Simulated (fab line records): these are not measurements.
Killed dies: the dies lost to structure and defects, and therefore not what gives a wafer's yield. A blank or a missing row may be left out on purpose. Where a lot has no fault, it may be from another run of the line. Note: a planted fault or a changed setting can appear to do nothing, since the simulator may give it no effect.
Chamber matching || flow n5_finfet || rie_diel-06 running N5_WELL_APT_DESCUM_13: 4 sister chambers
The step chemistry O2, time 7.9 s. 14 wafers are shown with their chamber, then 6 later ones without.

== WAFERS PAIRED WITH THEIR CHAMBERS ==
{"wafer": "L606.1", "chamber": 0, "showerhead_plenum_p_Torr (Torr)": 2.18, "throttle_valve_pct (%)": 20.43, "rf_vpp_V (V)": 243.7}
{"wafer": "L606.3", "chamber": 2, "showerhead_plenum_p_Torr (Torr)": 2.06, "throttle_valve_pct (%)": 20.30, "rf_vpp_V (V)": 244.2}
{"wafer": "L606.6", "chamber": 1, "showerhead_plenum_p_Torr (Torr)": 2.20, "throttle_valve_pct (%)": 20.48, "rf_vpp_V (V)": 244.2}
{"wafer": "L607.1", "chamber": 0, "showerhead_plenum_p_Torr (Torr)": 2.18, "throttle_valve_pct (%)": 20.46, "rf_vpp_V (V)": 244.4}
{"wafer": "L607.3", "chamber": 1, "showerhead_plenum_p_Torr (Torr)": 2.20, "throttle_valve_pct (%)": 20.47, "rf_vpp_V (V)": 244.5}
{"wafer": "L607.6", "chamber": 0, "showerhead_plenum_p_Torr (Torr)": 2.18, "throttle_valve_pct (%)": 20.43, "rf_vpp_V (V)": 244.4}
{"wafer": "L608.2", "chamber": 3, "showerhead_plenum_p_Torr (Torr)": 2.00, "throttle_valve_pct (%)": 20.68, "rf_vpp_V (V)": 241.3}
{"wafer": "L608.4", "chamber": 2, "showerhead_plenum_p_Torr (Torr)": 2.06, "throttle_valve_pct (%)": 20.32, "rf_vpp_V (V)": 243.5}
{"wafer": "L608.5", "chamber": 2, "showerhead_plenum_p_Torr (Torr)": 2.06, "throttle_valve_pct (%)": 20.32, "rf_vpp_V (V)": 241.9}
{"wafer": "L618.1", "chamber": 1, "showerhead_plenum_p_Torr (Torr)": 2.19, "throttle_valve_pct (%)": 20.50, "rf_vpp_V (V)": 245.2}
{"wafer": "L618.4", "chamber": 1, "showerhead_plenum_p_Torr (Torr)": 2.19, "throttle_valve_pct (%)": 20.50, "rf_vpp_V (V)": 244.8}
{"wafer": "L618.5", "chamber": 2, "showerhead_plenum_p_Torr (Torr)": 2.05, "throttle_valve_pct (%)": 20.34, "rf_vpp_V (V)": 242.9}
{"wafer": "L620.1", "chamber": 1, "showerhead_plenum_p_Torr (Torr)": 2.19, "throttle_valve_pct (%)": 20.53, "rf_vpp_V (V)": 244.3}
{"wafer": "L620.3", "chamber": 0, "showerhead_plenum_p_Torr (Torr)": 2.17, "throttle_valve_pct (%)": 20.48, "rf_vpp_V (V)": 244.7}

SIGNATURES (averages over the wafers above)
{"reading": "showerhead_plenum_p_Torr", "chamber 0": 2.1775, "chamber 1": 2.1940, "chamber 2": 2.0575, "chamber 3": 2.0000, "scatter within a chamber": 0.0052}
{"reading": "throttle_valve_pct", "chamber 0": 20.4500, "chamber 1": 20.4960, "chamber 2": 20.3200, "chamber 3": 20.6800, "scatter within a chamber": 0.0217}
{"reading": "rf_vpp_V", "chamber 0": 244.300, "chamber 1": 244.600, "chamber 2": 243.125, "chamber 3": 241.300, "scatter within a chamber": 0.636}
Rule: for each reading, subtract the chamber's mean from the wafer's reading, divide by that reading's scatter and square the result; add these up over the readings and take the root, which gives the wafer's distance from the chamber. The wafer belongs to the nearest chamber; if the next one is less than 2 further off, it can't be placed. How the scatter is found: for the shown wafers, subtract from each reading the mean of its chamber, square and add these, divide the total by (wafers less chambers), then take the root.

== WAFERS MISSING THEIR CHAMBER ==
{"wafer": "L620.5", "showerhead_plenum_p_Torr (Torr)": 2.17, "throttle_valve_pct (%)": 20.48, "rf_vpp_V (V)": 243.4}
{"wafer": "L623.3", "showerhead_plenum_p_Torr (Torr)": 2.17, "throttle_valve_pct (%)": 20.49, "rf_vpp_V (V)": 244.9}
{"wafer": "L623.4", "showerhead_plenum_p_Torr (Torr)": 2.05, "throttle_valve_pct (%)": 20.38, "rf_vpp_V (V)": 244.2}
{"wafer": "L623.6", "showerhead_plenum_p_Torr (Torr)": 2.05, "throttle_valve_pct (%)": 20.37, "rf_vpp_V (V)": 242.7}
{"wafer": "L626.5", "showerhead_plenum_p_Torr (Torr)": 2.17, "throttle_valve_pct (%)": 20.51, "rf_vpp_V (V)": 245.0}
{"wafer": "L626.6", "showerhead_plenum_p_Torr (Torr)": 2.05, "throttle_valve_pct (%)": 20.37, "rf_vpp_V (V)": 243.6}

== THE CHAMBER EACH PASSED THROUGH ==
{"wafer": "L620.5", "from the rows above": 0, "in truth": 0}
{"wafer": "L623.3", "from the rows above": 0, "in truth": 0}
{"wafer": "L623.4", "from the rows above": 2, "in truth": 2}
{"wafer": "L623.6", "from the rows above": 2, "in truth": 2}
{"wafer": "L626.5", "from the rows above": "can't be placed: 0 or 1", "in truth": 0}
{"wafer": "L626.6", "from the rows above": 2, "in truth": 2}
Placed correctly: 5 of 6. Unplaceable from these rows: 1, with the true chamber sitting among the candidates in 1. Number placed wrongly: 0.
